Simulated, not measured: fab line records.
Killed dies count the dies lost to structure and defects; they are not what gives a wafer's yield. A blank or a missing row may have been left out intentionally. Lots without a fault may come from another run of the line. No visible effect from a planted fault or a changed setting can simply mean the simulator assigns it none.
Matching of chambers	flow n5 finfet	N5_BEOL_M5_STRIP_64 on rie diel-06: 4 sister chambers
The step strips in CF4. 4 wafers are shown with their chamber, then 8 later ones without.

## WAFERS, EACH WITH ITS CHAMBER
wafer	chamber	drypump motor current A (A)
L085.2	3	5.2
L089.5	0	5.7
L089.6	1	5.7
L091.1	2	6.7

## WAFERS WITHOUT THEIR CHAMBER
wafer	drypump motor current A (A)
L091.3	5.2
L091.6	5.1
L094.2	5.1
L094.3	6.7
L094.4	5.7
L093.1	5.7
L093.4	6.7
L093.5	5.7

## THE CHAMBER EACH PASSED THROUGH
wafer	from the rows above	in truth
L091.3	3	3
L091.6	3	3
L094.2	3	3
L094.3	2	2
L094.4	can't be placed: 0 or 1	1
L093.1	can't be placed: 0 or 1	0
L093.4	2	2
L093.5	can't be placed: 0 or 1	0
Correctly placed: 5 of 8. Unplaceable from these rows: 3, with the true chamber sitting among the candidates in 3. 0 placed wrongly.
How it was worked out, from the rows above alone: a wafer's distance from a chamber is the root of the sum, over the readings, of the square of ((its reading less the chamber's mean) divided by the reading's scatter). If the next closest chamber is less than 2 further off than the closest, the wafer can't be placed; otherwise it belongs to the closest. For every chamber, the mean is computed from those of its wafers that are shown. The scatter: root of mean squared gap, hidden wafer to nearest shown wafer, with one shown wafer a chamber.
